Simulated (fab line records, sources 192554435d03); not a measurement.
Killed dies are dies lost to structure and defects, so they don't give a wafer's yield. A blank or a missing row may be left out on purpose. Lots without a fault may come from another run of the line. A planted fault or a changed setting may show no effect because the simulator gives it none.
fab line records | flow n5_finfet
record lots=3 wafers=9 last_day=17
route steps=1938 shown BEOL_M4@1099 BEOL_M5@1112 BEOL_M12@1651 PASSIVATION@1936
lots that met no fault: from a run of the same line without faults
start_h: hours from the record's first day to the start of the lot's first wafer shown | wait_h: hours since the lot's step before | " the same as in the row above | L1.1+2: a row that stands for several wafers | - no value, or no start given | * or withheld: withheld | < > ~ a bound
route shown NAME@n: a module of which the file shows steps, and the number in the route of the first | usual: mean/standard deviation of fault-free wafers | same: alike in all rows | chamber/n: place in a boat | sites: the reading at each site | _std_site: their standard deviation | _edge_site: outer sites' mean less inner sites' | radius_mm: how far each site lies from the wafer's centre | mask NAME#n: copy n | behind: the tool/chamber that last shaped the wafer | hold: why the lot was held/for how many hours/how that ended | device: the transistor (n, p or np) that didn't switch | end of line: the same wafers' tests at the end of the route | a step without rows: its recipe alone | killed: dies lost to structure and defects at the first sort, not the wafer's yield | map: a wafer's dies, x killed, . not, _ none there
set.NAME: the setting as run; set.NAME@STEP: as run at that earlier step | model.NAME: the simulator's own value behind a step, which no gauge read
lots at some steps of the route; a table a step, a row a wafer
services: from which hour (start_h, from the record's first day; less than 0 if before it) a tool's chamber was out of use, for how many hours, and why
## steps
# step N5_BEOL_M4_ANNEAL_95
# recipe temp_c=400 time_s=240 ambient=vacuum
# step N5_BEOL_M4_SPUTTER_96
# recipe material=Cu target_thk_a=45 temp_c=-20 chamber_pressure_pa=0.07 power_w=withheld time_s=8.29
# step N5_BEOL_M4_ECD_50
# recipe material=Cu target_thk_a=3000
# step N5_BEOL_M4_ANNEAL_51
# recipe temp_c=225 time_s=90 ambient=N2
# step N5_BEOL_M4_CMP_52
# recipe stop_on=SiOC t_overpolish_s=6.8 down_force_psi=1 platen_rpm=50 clearing_platen_down_force_psi=1.5 clearing_platen_rpm=50 post_cmp_clean=cu_alkaline target_thk_nm=40 clearing_platen_pad_velocity_m_s=0.99484 pad_velocity_m_s=0.99484
# step N5_BEOL_M4_PRE_CLEAN_60
# recipe gas=NH3/H2 time_s=15 temp_c=* rf_power_w=300
# step N5_BEOL_M4_CO_CAP_55
# recipe material=Co target_thk_a=20 temp_c=200 precursor=CCTBA/H2 pressure_torr=30 time_s=102.1
# step N5_BEOL_M4_PRE_CLEAN_56
# recipe gas=NH3 time_s=15 temp_c=withheld rf_power_w=300
# step N5_BEOL_M4_DEP_57
# recipe material=SiCN target_thk_a=80 temp_c=withheld precursor=3MS/NH3 pressure_torr=3 rf_w=202 time_s=14
# step N5_BEOL_M4_RC_MEAS_101
# usual DIBL_N=36.0/1.9 DIBL_P=35.6/2.4 IOFF_N=0.16/0.036 IOFF_P=0.21/0.04 ION_N=673/14 ION_P=460/8.9 SS_N=71.5/0.67 SS_P=73.2/0.73 VT_N=249/3.6 VT_P=-250/3.7
# columns lot.wafer tool chamber start_h wait_h DIBL_N[mV/V] DIBL_P[mV/V] IOFF_N[nA/um] IOFF_P[nA/um] ION_N[uA/um] ION_P[uA/um] SS_N[mV/dec] SS_P[mV/dec] VT_N[mV] VT_P[mV]
L433.1 prober-01 0 288.00 0.0 38.6 38.6 0.20 0.25 669 457 72.2 73.6 247 -252
L433.2 " 0 " " 36.1 35.9 0.17 0.23 679 469 70.7 73.7 248 -250
L433.5 " 0 " " 34.1 33.5 0.12 0.19 661 458 71.2 72.7 251 -253
L435.1 prober-02 0 295.32 0.0 35.4 34.4 0.13 0.17 665 453 70.9 73.5 251 -258
L435.2 " 0 " " 36.1 33.8 0.15 0.16 679 454 71.1 73.4 249 -256
L435.3 " 0 " " 39.4 37.8 0.21 0.21 674 450 71.9 74.6 245 -250
L436.1 prober-02 0 310.68 0.0 34.0 34.4 0.13 0.17 649 448 71.5 72.5 251 -253
L436.3 " 0 " " 36.0 36.3 0.16 0.20 671 458 72.0 73.4 252 -252
L436.5 " 0 " " 36.9 38.4 0.19 0.22 675 455 72.1 73.6 245 -251
# step N5_BEOL_M5_ILD_DEP_00
# recipe material=SiCOH_lowk target_thk_a=1406.4 temp_c=300 precursor=DEMS/porogen pressure_torr=5 rf_w=500 time_s=25.9
# step N5_BEOL_M5_CURE_79
# recipe temp_c=385 time_s=240 ambient=He/Ar material=SiCOH_lowk
# step N5_BEOL_M5_PECVD_70
# recipe material=SiO2 target_thk_a=160 temp_c=400 precursor=TEOS/O2 pressure_torr=5.5 rf_w=450 teos_flow_sccm=53.8 gas=O2 flow_sccm=3000 time_s=18
# step N5_BEOL_M5_HM_DEP_02
# recipe material=TiN target_thk_a=200 temp_c=25 chamber_pressure_pa=0.49996
# step N5_BEOL_M5_COAT_59
# recipe resist=SOC temp_c=250 time_s=60 spin_rpm=1500 resist_thk_nm=60
# step N5_BEOL_M5_COAT_60
# recipe resist=SiARC temp_c=220 time_s=60 spin_rpm=1500 resist_thk_nm=12
# step N5_BEOL_M5_COAT_71
# recipe resist=underlayer temp_c=205 time_s=60 spin_rpm=1500 resist_thk_nm=5
# step N5_BEOL_M5_COAT_05
# recipe resist=CAR-EUV spin_rpm=1500 resist_thk_nm=30
# step N5_BEOL_M5_EBR_07
# recipe solvent=PGMEA ebr_width_mm=1.5
# step N5_BEOL_M5_SOFTBAKE_06
# recipe temp_c=110 time_s=60 resist=CAR-EUV
# step N5_BEOL_M5_EXPOSE_08
# recipe mask_id=M5 na=0.33 source_shape=annular sigma_inner=0.4 sigma_outer=0.8 polarization=unpolarized target_cd_nm=28 dose_mj=35.75
# step N5_BEOL_M5_PEB_09
# recipe peb_temp_c=100 peb_time_s=60 resist=CAR-EUV
# step N5_BEOL_M5_DEVELOP_10
# recipe develop_time_s=30 developer=TMAH resist=CAR-EUV rinse_liquid=surfactant_rinse dry=air_spin dev_temp_c=23
# step N5_BEOL_M5_DESCUM_16
# recipe chemistry=O2 time_s=7 source_power_w=50 bias_power_w=20 pressure_mtorr=20 rf_frequency_hz=2.712e+07 temp_c=40 resist=CAR-EUV o2_flow_sccm=225
# step N5_BEOL_M5_ETCH_72
# recipe chemistry=N2/H2 target=underlayer target_depth_a=65 mask_material=CAR-EUV time_s=5.2 ion_energy_ev=200 pressure_mtorr=30 source_w=840 bias_w=150 n2_flow_sccm=200 h2_flow_sccm=200 ends=cleared
# step N5_BEOL_M5_ETCH_61
# recipe chemistry=CF4 target=SiARC target_depth_a=156 mask_material=CAR-EUV time_s=26 ion_energy_ev=80 pressure_mtorr=40 source_w=545 bias_w=36 Ar_flow_sccm=100 cf4_flow_sccm=100 ends=cleared
# step N5_BEOL_M5_ETCH_62
# recipe chemistry=N2/H2 target=SOC target_depth_a=750 overetch_a=150 mask_material=SiARC temp_c=40 time_s=112.5 ion_energy_ev=200 pressure_mtorr=30 source_w=840 bias_w=150 n2_flow_sccm=200 h2_flow_sccm=200
# step N5_BEOL_M5_STRIP_63
# recipe chemistry=N2/H2 temp_c=40 n2_flow_sccm=200 h2_flow_sccm=200 rf_frequency_hz=6e+07
# step N5_BEOL_M5_STRIP_73
# recipe chemistry=N2/H2 temp_c=40 n2_flow_sccm=200 h2_flow_sccm=200 rf_frequency_hz=6e+07
# step N5_BEOL_M5_STRIP_64
# recipe chemistry=CF4 resist=SiARC power_w=300 bias_power_w=75 pressure_mtorr=50 cf4_flow_sccm=150 rf_frequency_hz=6e+07
# step N5_BEOL_M5_HM_OPEN_17
# recipe chemistry=Cl2/BCl3 target_depth_a=200 overetch_a=60 target=TiN mask_material=SOC ion_energy_ev=150 pressure_mtorr=10 icp_w=1000 bias_w=126 Cl2_flow_sccm=53.25 bcl3_flow_sccm=21.75 Ar_flow_sccm=25
# step N5_BEOL_M5_STRIP_19
# recipe chemistry=O2 power_w=400 temp_c=40 pressure_mtorr=30 rf_frequency_hz=6e+07 bias_power_w=0 overash_fraction=0.2 o2_flow_sccm=225
# step N5_BEOL_M5_COAT_65
# recipe resist=SOC temp_c=250 time_s=60 spin_rpm=1500 resist_thk_nm=60
# step N5_BEOL_M5_COAT_66
# recipe resist=SiARC temp_c=220 time_s=60 spin_rpm=1500 resist_thk_nm=12
# step N5_BEOL_M12_ECD_47
# recipe material=Cu target_thk_a=7200
# columns lot.wafer tool chamber start_h wait_h
L433.1+2+5 ecd_cu-02 1,0,1 352.44 0.1
L435.1+2+3 ecd_cu-01 1,0,0 359.80 0.1
L436.1+3+5 ecd_cu-02 1 378.78 0.1
# step N5_PASSIVATION_PROBE_49
# usual defect_limited_yield=91.2/1.4 killed_at_M0_to_M3=32/9.3 killed_at_M4_up=14/4.9 killed_at_contacts=15/7.5 killed_at_front_end=40/11 killed_at_other=4/3.3 killed_dies=104/17 killed_on_rim=13/4.2 killed_open=68/14 killed_short=33/7.9 sort_bin_5_function=5.2/0.99 sort_bin_6_memory=3.2/0.65 sort_n_pass=1076/17 sort_yield_pct=91.1/1.5
# same gross_dies=1180 killed_at_back_side=0 sort_bin_4_leakage[%]=0 sort_bin_8_speed[%]=0
# columns lot.wafer tool chamber start_h wait_h defect_limited_yield[%] killed_at_M0_to_M3 killed_at_M4_up killed_at_contacts killed_at_front_end killed_at_other killed_dies killed_on_rim killed_open killed_short sort_bin_5_function[%] sort_bin_6_memory[%] sort_n_pass sort_yield_pct[%]
L433.1 prober-01 - 390.69 0.0 0 45 1087 4 43 1 1180 152 56 41 96.1 3.4 0 0
L433.2 prober-01 - 390.74 0.1 0 30 1098 16 35 1 1180 152 62 31 96.6 3.4 0 0
L433.5 prober-01 - 390.89 0.2 0 41 1092 8 35 4 1180 152 63 37 96.3 3.2 0 0
# killed by level:class
L433.1 BEOL_M12:area_ecd=1083 BEOL_M0_SAQP:geometric_particle:short=16 BEOL_M0_SAQP:geometric_particle:open=11 FIN_SAQP:geometric_particle:open=9 FIN_SAQP:geometric_particle:short=8 STI_FIN_REVEAL:geometric_particle:open=7 BEOL_M3:geometric_particle:open=6 STI_FIN_REVEAL:geometric_particle:short=5
L433.2 BEOL_M12:area_ecd=1087 MOL_CONTACT_COAG:geometric_particle:open=11 BEOL_M0_SAQP:geometric_particle:short=11 STI_FIN_REVEAL:geometric_particle:open=10 FIN_SAQP:geometric_particle:open=9 BEOL_M0_SAQP:geometric_particle:open=9 BEOL_M2:geometric_particle:open=6 FIN_SAQP:geometric_particle:short=5
L433.5 BEOL_M12:area_ecd=1080 BEOL_M0_SAQP:geometric_particle:open=14 FIN_SAQP:geometric_particle:short=12 STI_FIN_REVEAL:geometric_particle:open=9 BEOL_M2:geometric_particle:open=8 MOL_CONTACT_COAG:geometric_particle:open=7 BEOL_M0_SAQP:geometric_particle:short=5 BEOL_M1:geometric_particle:open=4
# map L433.1 (x killed, . not)
_________________xxxxxxxxxxxx________________
______________xxxxxxxxxxxxxxxxxx_____________
___________xxxxxxxxxxxxxxxxxxxxxxxx__________
__________xxxxxxxxxxxxxxxxxxxxxxxxxx_________
________xxxxxxxxxxxxxxxxxxxxxxxxxxxxxx_______
_______xxxxxxxxxxxxxxxxxxxxxxxxxxxxxxxx______
______xxxxxxxxxxxxxxxxxxxxxxxxxxxxxxxxxx_____
_____xxxxxxxxxxxxxxxxxxxxxxxxxxxxxxxxxxxx____
____xxxxxxxxxxxxxxxxxxxxxxxxxxxxxxxxxxxxxx___
___xxxxxxxxxxxxxxxxxxxxxxxxxxxxxxxxxxxxxxxx__
___xxxxxxxxxxxxxxxxxxxxxxxxxxxxxxxxxxxxxxxx__
__xxxxxxxxxxxxxxxxxxxxxxxxxxxxxxxxxxxxxxxxxx_
__xxxxxxxxxxxxxxxxxxxxxxxxxxxxxxxxxxxxxxxxxx_
_xxxxxxxxxxxxxxxxxxxxxxxxxxxxxxxxxxxxxxxxxxxx
_xxxxxxxxxxxxxxxxxxxxxxxxxxxxxxxxxxxxxxxxxxxx
_xxxxxxxxxxxxxxxxxxxxxxxxxxxxxxxxxxxxxxxxxxxx
_xxxxxxxxxxxxxxxxxxxxxxxxxxxxxxxxxxxxxxxxxxxx
_xxxxxxxxxxxxxxxxxxxxxxxxxxxxxxxxxxxxxxxxxxxx
_xxxxxxxxxxxxxxxxxxxxxxxxxxxxxxxxxxxxxxxxxxxx
_xxxxxxxxxxxxxxxxxxxxxxxxxxxxxxxxxxxxxxxxxxxx
_xxxxxxxxxxxxxxxxxxxxxxxxxxxxxxxxxxxxxxxxxxxx
__xxxxxxxxxxxxxxxxxxxxxxxxxxxxxxxxxxxxxxxxxx_
__xxxxxxxxxxxxxxxxxxxxxxxxxxxxxxxxxxxxxxxxxx_
___xxxxxxxxxxxxxxxxxxxxxxxxxxxxxxxxxxxxxxxx__
___xxxxxxxxxxxxxxxxxxxxxxxxxxxxxxxxxxxxxxxx__
____xxxxxxxxxxxxxxxxxxxxxxxxxxxxxxxxxxxxxx___
_____xxxxxxxxxxxxxxxxxxxxxxxxxxxxxxxxxxxx____
______xxxxxxxxxxxxxxxxxxxxxxxxxxxxxxxxxx_____
_______xxxxxxxxxxxxxxxxxxxxxxxxxxxxxxxx______
________xxxxxxxxxxxxxxxxxxxxxxxxxxxxxx_______
__________xxxxxxxxxxxxxxxxxxxxxxxxxx_________
___________xxxxxxxxxxxxxxxxxxxxxxxx__________
______________xxxxxxxxxxxxxxxxxx_____________
_________________xxxxxxxxxxxx________________
# map L436.3 (x killed, . not)
_________________............________________
______________x............x...._____________
___________.....x..................__________
__________..........x.........x...x._________
________..........................x..._______
_______................x.....x.......x.______
______....x....xx..x...x..........x....._____
_____......xx..........x....xx.x.........____
____..x....x...........x...x..............___
___...x.........x...x....x.x.x.............__
___......x.........xxx........x............__
__.......................x...............x.._
__.....................x...........x........_
_.x...................xx...........x.xx.x....
_..........x..............xx.....x....x......
_........x............x...........x......x...
_.............x..x.......x...........x....x..
_..................................xx...x....
_.......x......x....x....x...................
_x...x............x......x..............x....
_..............x......x............x.........
__....x..xxx................xx.......xx....._
__..x..............xx.........x.x..........._
___.......x.x.........................x....__
___..xx.........x..........................__
____.............x........x...........x...___
_____......x....x.....x......x...x.......____
______..........x....x.................._____
_______.x........x..x.....x..x..x......______
________..x..........................._______
__________.....x...................._________
___________........................__________
______________......x....x......_____________
_________________.........x..________________
## services
# columns tool chamber start_h hours kind
ecd_cu-01 - 336.76 4.8 pm
## key
first_sign step=N5_PASSIVATION_PROBE_49 reading=killed_at_M4_up direction=up sigmas=99+ usual=14 struck=1092
effect step=N5_PASSIVATION_PROBE_49 reading=sort_bin_5_function direction=up sigmas=92 usual=5.2 struck=96.3
more_kills_born_at N5_BEOL_M12_ECD_47@ecd_cu-02=3250
met_at N5_BEOL_M12_ECD_47
struck_wafers L433.1,L433.2,L433.5
later_rows_left_out L433.1,L433.2,L433.5
fault kind=skipped_step_whole tool=ecd_cu-02 chamber=- onset_h=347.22 steps=N5_BEOL_M12_ECD_47 scope=struck_lots_only
# later_rows_left_out: the simulator's readings of these wafers behind a module that went badly wrong aren't trusted and aren't shown, but for the sort
